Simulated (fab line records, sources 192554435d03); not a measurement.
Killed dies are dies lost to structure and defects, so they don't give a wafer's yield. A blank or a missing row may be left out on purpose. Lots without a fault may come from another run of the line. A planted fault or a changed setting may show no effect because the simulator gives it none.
fab line records | flow n5_finfet
record lots=4 wafers=12 last_day=17
route steps=1938 shown WELL_APT@36 PMOS_HMC_CHANNEL_EPI@57 BEOL_M4@1111 PASSIVATION@1936
lots that met no fault: from a run of the same line without faults
start_h: hours from the record's first day to the start of the lot's first wafer shown | wait_h: hours since the lot's step before | " the same as in the row above | L1.1+2: a row that stands for several wafers | - no value, or no start given | * or withheld: withheld | < > ~ a bound
route shown NAME@n: a module of which the file shows steps, and the number in the route of the first | usual: mean/standard deviation of fault-free wafers | same: alike in all rows | chamber/n: place in a boat | sites: the reading at each site | _std_site: their standard deviation | _edge_site: outer sites' mean less inner sites' | radius_mm: how far each site lies from the wafer's centre | mask NAME#n: copy n | behind: the tool/chamber that last shaped the wafer | hold: why the lot was held/for how many hours/how that ended | device: the transistor (n, p or np) that didn't switch | end of line: the same wafers' tests at the end of the route | a step without rows: its recipe alone | killed: dies lost to structure and defects at the first sort, not the wafer's yield | map: a wafer's dies, x killed, . not, _ none there
set.NAME: the setting as run; set.NAME@STEP: as run at that earlier step | model.NAME: the simulator's own value behind a step, which no gauge read
lots at some steps of the route; a table a step, a row a wafer
services: from which hour (start_h, from the record's first day; less than 0 if before it) a tool's chamber was out of use, for how many hours, and why
## steps
# step N5_WELL_APT_COAT_19
# recipe spin_rpm=1357 resist_thk_nm=950
# step N5_WELL_APT_EBR_21
# recipe solvent=PGMEA ebr_width_mm=1.5
# step N5_WELL_APT_SOFTBAKE_20
# recipe temp_c=130 time_s=60
# step N5_WELL_APT_EXPOSE_22
# recipe mask_id=PWELL na=0.8 source_shape=conventional sigma_outer=0.8 polarization=unpolarized defocus_nm=0 target_cd_nm=200 dose_mj=23.2
# step N5_WELL_APT_PEB_23
# recipe peb_temp_c=130 peb_time_s=90
# step N5_WELL_APT_DEVELOP_24
# recipe develop_time_s=45 rinse_liquid=surfactant_rinse dry=air_spin dev_temp_c=21
# step N5_WELL_APT_HARDBAKE_29
# recipe temp_c=130 time_s=120
# step N5_WELL_APT_DESCUM_30
# recipe chemistry=O2 time_s=7.9 source_power_w=50 bias_power_w=20 pressure_mtorr=20 rf_frequency_hz=2.712e+07 temp_c=40 o2_flow_sccm=225
# step N5_WELL_APT_IMPLANT_31
# recipe species=B energy_kev=60 dose_cm2=1.5e+13 tilt_deg=0 rotation_deg=0
# step N5_WELL_APT_IMPLANT_32
# recipe species=BF2 energy_kev=50 dose_cm2=2e+13 tilt_deg=0 rotation_deg=0
# usual beam_energy_keV=50.000/0.02 dose_ions_cm2=2.0001e+13/2.1e+10
# columns lot.wafer tool chamber start_h wait_h beam_energy_keV dose_ions_cm2 model.implant.rp_nm model.implant.drp_nm
L555.1 implanter-01 0 45.46 0.1 50.006 2.0006e+13 38.15 18.55
L555.2 " 0 " " 49.992 2.0001e+13 38.15 18.55
L555.3 " 0 " " 50.000 1.999e+13 38.15 18.55
L557.1 implanter-01 0 57.28 0.1 54.889 1.9973e+13 40.32 19.86
L557.4 " 0 " " 54.895 1.9969e+13 40.32 19.86
L557.6 " 0 " " 54.892 2.0023e+13 40.32 19.86
L559.1 implanter-01 0 69.61 0.1 54.896 2.004e+13 40.83 19.86
L559.4 " 0 " " 54.928 1.9987e+13 40.83 19.86
L559.5 " 0 " " 54.924 2.0015e+13 40.83 19.86
L571.3 implanter-02 0 141.38 0.1 50.001 2.0032e+13 36.51 18.55
L571.4 " 0 " " 50.021 2.0022e+13 36.51 18.55
L571.6 " 0 " " 50.006 1.9993e+13 36.51 18.55
# step N5_WELL_APT_STRIP_33
# recipe chemistry=SPM time_s=900 temp_c=130 h2so4_h2o2_vol_ratio=4 dry=ipa_marangoni
# step N5_WELL_APT_RTA_34
# recipe temp_c=1000 time_s=10 ambient=N2 idle_temp_c=600 ramp_up_c_per_s=150 ramp_down_c_per_s=60 cool_to_c=600
# step N5_WELL_APT_OXIDE_STRIP_42
# recipe chemistry=dHF dilution=25:1 time_s=45 temp_c=25 target=SiO2 target_depth_a=120
# step N5_WELL_APT_PRECLEAN_36
# recipe chemistry=O3/DIW time_s=45 temp_c=22 o3_ppm=10
# step N5_WELL_APT_PRECLEAN_39
# recipe chemistry=dHF time_s=60 dilution=150:1 temp_c=25
# step N5_WELL_APT_SRD_37
# recipe dry=ipa_marangoni do_ppb=5 time_s=30 temp_c=23 rinse_liquid=diw
# step N5_WELL_APT_EPI_41
# recipe material=Si target_thk_a=500 temp_c=650 precursor=SiH4/H2 pressure_torr=20 time_s=297.7
# step N5_PMOS_HMC_CHANNEL_EPI_HM_DEP_34
# recipe material=SiO2 target_thk_a=360 temp_c=400 precursor=TEOS/O2 pressure_torr=6.5 rf_w=900 teos_flow_sccm=161.4 gas=O2 flow_sccm=2650 time_s=6.9
# step N5_PMOS_HMC_CHANNEL_EPI_COAT_31
# recipe resist=BARC temp_c=205 time_s=60 spin_rpm=1500 resist_thk_nm=66
# step N5_PMOS_HMC_CHANNEL_EPI_COAT_03
# recipe resist=CAR-ArF-block spin_rpm=1500 resist_thk_nm=205
# step N5_PMOS_HMC_CHANNEL_EPI_EBR_05
# recipe solvent=PGMEA ebr_width_mm=1.5
# step N5_PMOS_HMC_CHANNEL_EPI_SOFTBAKE_04
# recipe temp_c=110 time_s=60 resist=CAR-ArF-block
# step N5_PMOS_HMC_CHANNEL_EPI_EXPOSE_06
# recipe mask_id=PMOS_HMC_BLK na=1.35 source_shape=conventional sigma_outer=0.8 polarization=unpolarized target_cd_nm=240 dose_mj=41
# step N5_PMOS_HMC_CHANNEL_EPI_PEB_07
# recipe peb_temp_c=110 peb_time_s=60 resist=CAR-ArF-block
# step N5_PMOS_HMC_CHANNEL_EPI_DEVELOP_08
# recipe develop_time_s=30 developer=TMAH resist=CAR-ArF-block dev_temp_c=23 rinse_liquid=diw dry=air_spin
# step N5_PMOS_HMC_CHANNEL_EPI_DESCUM_14
# recipe chemistry=O2 time_s=7.9 source_power_w=50 bias_power_w=20 pressure_mtorr=20 rf_frequency_hz=2.712e+07 temp_c=40 resist=CAR-ArF-block o2_flow_sccm=225
# step N5_PMOS_HMC_CHANNEL_EPI_ETCH_32
# recipe chemistry=N2/H2 target=BARC stop_on=SiO2 target_depth_a=858 over_etch_frac=0.3 time_s=50.3 ion_energy_ev=200 mask_material=CAR-ArF-block pressure_mtorr=30 source_w=840 bias_w=150 n2_flow_sccm=200 h2_flow_sccm=200
# step N5_PMOS_HMC_CHANNEL_EPI_HM_OPEN_15
# recipe chemistry=CHF3/O2 target=SiO2 mask_material=CAR-ArF-block target_depth_a=406 CHF3_flow_sccm=50 O2_flow_sccm=5 Ar_flow_sccm=200 time_s=20.3 pressure_mtorr=30 source_w=650 bias_w=170 ion_energy_ev=200
# step N5_PMOS_HMC_CHANNEL_EPI_STRIP_33
# recipe chemistry=N2/H2 power_w=500 temp_c=40 pressure_mtorr=50 rf_frequency_hz=6e+07 overash_fraction=0.3 bias_power_w=8 h2_frac=0.5 n2_flow_sccm=300 h2_flow_sccm=300
# step N5_PMOS_HMC_CHANNEL_EPI_STRIP_17
# recipe chemistry=SPM time_s=750 temp_c=130 h2so4_h2o2_vol_ratio=4 dry=ipa_marangoni
# step N5_PMOS_HMC_CHANNEL_EPI_ETCH_38
# recipe chemistry=CF4 target=SiO2 target_depth_a=15 ion_energy_ev=350 pressure_mtorr=10 icp_w=800 bias_w=400 cf4_flow_sccm=80
# step N5_PMOS_HMC_CHANNEL_EPI_FIN_RECESS_16
# recipe chemistry=HBr/Cl2 target=Si mask_material=SiO2 target_depth_a=540 time_s=18 pressure_mtorr=10 icp_w=800 bias_w=75 HBr_flow_sccm=150 Cl2_flow_sccm=80
# step N5_PMOS_HMC_CHANNEL_EPI_PRECLEAN_36
# recipe chemistry=O3/DIW time_s=45 temp_c=22 o3_ppm=10
# step N5_PMOS_HMC_CHANNEL_EPI_PRECLEAN_18
# recipe chemistry=DHF time_s=30 temp_c=25 dilution=withheld
# step N5_PMOS_HMC_CHANNEL_EPI_SRD_19
# recipe dry=ipa_marangoni do_ppb=5 time_s=30 temp_c=23 rinse_liquid=diw
# step N5_BEOL_M4_RC_MEAS_101
# usual CJ_N=4.32/0.074 DIBL_N=35.9/1.7 DIBL_P=35.8/2.2 IOFF_N=0.15/0.03 IOFF_P=0.21/0.036 ION_N=674/12 ION_P=463/7.2 SS_N=71.3/0.59 SS_P=73.1/0.69 VT_N=250/3 VT_P=-251/3.2
# columns lot.wafer tool chamber start_h wait_h CJ_N DIBL_N[mV/V] DIBL_P[mV/V] IOFF_N[nA/um] IOFF_P[nA/um] ION_N[uA/um] ION_P[uA/um] SS_N[mV/dec] SS_P[mV/dec] VT_N[mV] VT_P[mV]
L555.1 prober-02 0 185.90 0.0 4.23 36.4 37.1 0.17 0.26 685 474 71.4 73.4 246 -246
L555.2 " 0 " " 4.22 37.4 37.6 0.17 0.24 664 457 71.2 73.0 250 -246
L555.3 " 0 " " 4.33 36.4 36.1 0.15 0.22 683 473 71.6 73.2 249 -245
L557.1 prober-02 0 216.42 0.0 4.08 39.8 41.3 0.24 0.28 700 477 73.0 74.5 244 -247
L557.4 " 0 " " 3.98 39.5 41.2 0.25 0.29 700 473 72.6 74.0 242 -246
L557.6 " 0 " " 4.11 38.8 40.3 0.21 0.26 697 473 72.4 73.9 246 -248
L559.1 prober-02 0 237.32 0.0 3.93 34.6 34.1 0.14 0.15 662 445 70.5 73.3 249 -259
L559.4 " 0 " " 4.09 35.4 34.5 0.15 0.16 664 446 70.6 73.5 249 -256
L559.5 " 0 " " 3.96 33.1 32.9 0.11 0.14 660 448 70.4 73.3 252 -261
L571.3 prober-02 0 307.67 0.3 4.26 37.7 37.0 0.20 0.23 693 470 72.2 73.7 244 -250
L571.4 " 0 " " 4.25 35.1 33.8 0.14 0.19 672 461 72.2 72.1 250 -250
L571.6 " 0 " " 4.22 36.1 35.1 0.16 0.20 677 457 72.2 73.6 249 -250
# step N5_PASSIVATION_PROBE_49
# usual defect_limited_yield=91.0/1.5 killed_at_M0_to_M3=35/12 killed_at_M4_up=15/5.8 killed_at_contacts=14/7.2 killed_at_front_end=40/10 killed_at_other=3/3 killed_dies=106/18 killed_open=68/14 killed_short=35/7.2 sort_bin_5_function=5.2/0.96 sort_bin_6_memory=3.3/0.69 sort_n_pass=1074/18 sort_yield_pct=91.0/1.5
# same gross_dies=1180 killed_at_back_side=0 sort_bin_4_leakage[%]=0 sort_bin_8_speed[%]=0
# columns lot.wafer tool chamber start_h wait_h defect_limited_yield[%] killed_at_M0_to_M3 killed_at_M4_up killed_at_contacts killed_at_front_end killed_at_other killed_dies killed_open killed_short sort_bin_5_function[%] sort_bin_6_memory[%] sort_n_pass sort_yield_pct[%]
L555.1 prober-01 - 293.12 0.1 93.1 28 8 13 30 2 81 51 27 3.4 3.1 1099 93.1
L555.2 prober-01 - 293.17 0.2 92.1 49 10 12 19 3 93 55 34 5.6 2.2 1087 92.1
L555.3 prober-01 - 293.22 0.2 90.2 67 14 8 27 0 116 65 49 5.8 3.4 1064 90.2
L557.1 prober-01 - 315.28 0.0 91.3 24 20 5 52 2 103 70 32 5.7 3.0 1077 91.3
L557.4 prober-01 - 315.43 0.2 91.1 33 13 5 52 2 105 62 39 5.0 3.2 1075 91.1
L557.6 prober-01 - 315.53 0.3 91.1 33 12 6 50 4 105 67 36 5.1 3.5 1075 91.1
L559.1 prober-02 - 343.57 0.0 91.4 27 17 17 35 6 102 64 31 5.1 3.1 1078 91.4
L559.4 prober-02 - 343.72 0.2 90.8 29 33 15 30 1 108 75 32 5.0 3.8 1072 90.8
L559.5 prober-02 - 343.77 0.2 92.4 23 19 14 33 1 90 53 33 4.0 3.4 1090 92.4
L571.3 prober-02 - 415.39 0.1 91.7 22 12 10 42 12 98 63 33 5.1 3.1 1082 91.7
L571.4 prober-02 - 415.44 0.2 93.1 21 7 14 35 4 81 48 29 3.7 2.7 1099 93.1
L571.6 prober-02 - 415.54 0.3 89.7 33 17 7 59 6 122 56 60 6.6 3.1 1058 89.7
# killed by level:class
L555.1 MOL_CONTACT_COAG:geometric_particle:open=12 BEOL_M0_SAQP:geometric_particle:short=10 FIN_SAQP:geometric_particle:open=7 BEOL_M0_SAQP:geometric_particle:open=7 FIN_SAQP:geometric_particle:short=6 BEOL_M3:geometric_particle:open=4 BEOL_M4:geometric_particle:open=4 BEOL_M2:geometric_particle:open=3
L555.2 BEOL_M0_SAQP:geometric_particle:short=11 BEOL_M0_SAQP:geometric_particle:open=10 BEOL_M1:geometric_particle:open=9 MOL_CONTACT_COAG:geometric_particle:open=8 BEOL_M2:geometric_particle:short=6 BEOL_M4:geometric_particle:open=5 DUMMY_GATE:geometric_particle:open=5 MOL_CONTACT_COAG:geometric_particle:short=4
L555.3 BEOL_M0_SAQP:geometric_particle:short=27 BEOL_M0_SAQP:geometric_particle:open=22 MOL_CONTACT_COAG:geometric_particle:open=8 BEOL_M3:geometric_particle:open=7 FIN_SAQP:geometric_particle:short=5 FIN_SAQP:geometric_particle:open=4 DUMMY_GATE:geometric_particle:open=4 BEOL_M1:geometric_particle:open=3
L557.1 STI_FIN_REVEAL:geometric_particle:open=20 BEOL_M4:geometric_particle:open=9 FIN_SAQP:geometric_particle:short=6 GATE_CUT:geometric_particle:short=5 MOL_CONTACT_COAG:geometric_particle:open=5 BEOL_M5:geometric_particle:open=5 FIN_SAQP:geometric_particle:open=4 BEOL_M1:geometric_particle:open=4
L557.4 FIN_SAQP:geometric_particle:short=11 FIN_SAQP:geometric_particle:open=9 BEOL_M0_SAQP:geometric_particle:open=8 STI_FIN_REVEAL:geometric_particle:open=7 BEOL_M0_SAQP:geometric_particle:short=7 BEOL_M3:geometric_particle:open=6 STI_FIN_REVEAL:geometric_particle:short=5 MOL_CONTACT_COAG:geometric_particle:open=5
L557.6 STI_FIN_REVEAL:geometric_particle:open=16 BEOL_M0_SAQP:geometric_particle:short=12 BEOL_M0_SAQP:geometric_particle:open=11 FIN_SAQP:geometric_particle:short=8 BEOL_M4:geometric_particle:open=8 FIN_SAQP:geometric_particle:open=6 ILD0:geometric_particle:short=5 MOL_CONTACT_COAG:geometric_particle:open=4
L559.1 MOL_CONTACT_COAG:geometric_particle:open=13 STI_FIN_REVEAL:geometric_particle:open=8 BEOL_M4:geometric_particle:open=7 BEOL_M0:geometric_particle:open=7 BEOL_M2:geometric_particle:open=7 FIN_SAQP:geometric_particle:short=6 BEOL_M8:geometric_particle:open=5 STARTING-WAFER:geometric_particle:short=4
L559.4 BEOL_M4:geometric_particle:open=20 MOL_CONTACT_COAG:geometric_particle:open=13 FIN_SAQP:geometric_particle:short=11 BEOL_M3:geometric_particle:open=7 BEOL_M3:geometric_particle:short=5 BEOL_M0_SAQP:geometric_particle:short=5 BEOL_M8:geometric_particle:open=5 FIN_SAQP:geometric_particle:open=4
L559.5 MOL_CONTACT_COAG:geometric_particle:open=13 STI_FIN_REVEAL:geometric_particle:open=8 BEOL_M4:geometric_particle:open=7 FIN_SAQP:geometric_particle:short=5 FIN_SAQP:geometric_particle:open=4 BEOL_M0:geometric_particle:short=4 STARTING-WAFER:geometric_particle:short=4 STI_FIN_REVEAL:geometric_particle:short=3
L571.3 STI_FIN_REVEAL:geometric_particle:open=16 BEOL_M0_SAQP:geometric_particle:open=7 MOL_CONTACT_COAG:geometric_particle:open=7 STARTING-WAFER:geometric_particle:short=6 FIN_SAQP:geometric_particle:open=5 ILD0:geometric_particle:short=5 BEOL_M0_SAQP:geometric_particle:short=5 BEOL_M1:geometric_particle:open=4
L571.4 MOL_CONTACT_COAG:geometric_particle:open=9 BEOL_M0_SAQP:geometric_particle:open=7 BEOL_M0_SAQP:geometric_particle:short=7 FIN_SAQP:geometric_particle:short=6 FIN_SAQP:geometric_particle:open=6 STI_FIN_REVEAL:geometric_particle:open=5 STARTING-WAFER:geometric_particle:open=5 ILD0:geometric_particle:short=4
L571.6 FIN_SAQP:geometric_particle:short=20 BEOL_M0_SAQP:geometric_particle:short=14 FIN_SAQP:geometric_particle:open=12 BEOL_M4:geometric_particle:open=7 MOL_CONTACT_COAG:geometric_particle:open=6 BEOL_M1:geometric_particle:open=6 BEOL_M0_SAQP:geometric_particle:open=5 STI_FIN_REVEAL:geometric_particle:short=4
## services
# columns tool chamber start_h hours kind
implanter-01 - 24.41 1.7 repair
implanter-01 - 123.96 3.3 pm
## key
first_sign step=N5_WELL_APT_IMPLANT_32 reading=beam_energy_keV direction=up sigmas=99+ usual=50.000 struck=54.904
effect step=N5_BEOL_M4_RC_MEAS_101 reading=CJ_N direction=down sigmas=4 usual=4.32 struck=4.03
model_effect step=N5_WELL_APT_IMPLANT_32 value=implant.rp_nm without=36.99 struck=40.57
met_at N5_WELL_APT_IMPLANT_32
struck_wafers L557.1,L557.4,L557.6,L559.1,L559.4,L559.5
onset_between 45.46 57.28
fault kind=process_parameter_drift tool=implanter-01 chamber=- onset_h=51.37 steps=N5_WELL_APT_IMPLANT_32 channel=energy_kev offset=4.8969 shape=step end_h=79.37 acts_in=these_recipes_only stated=50
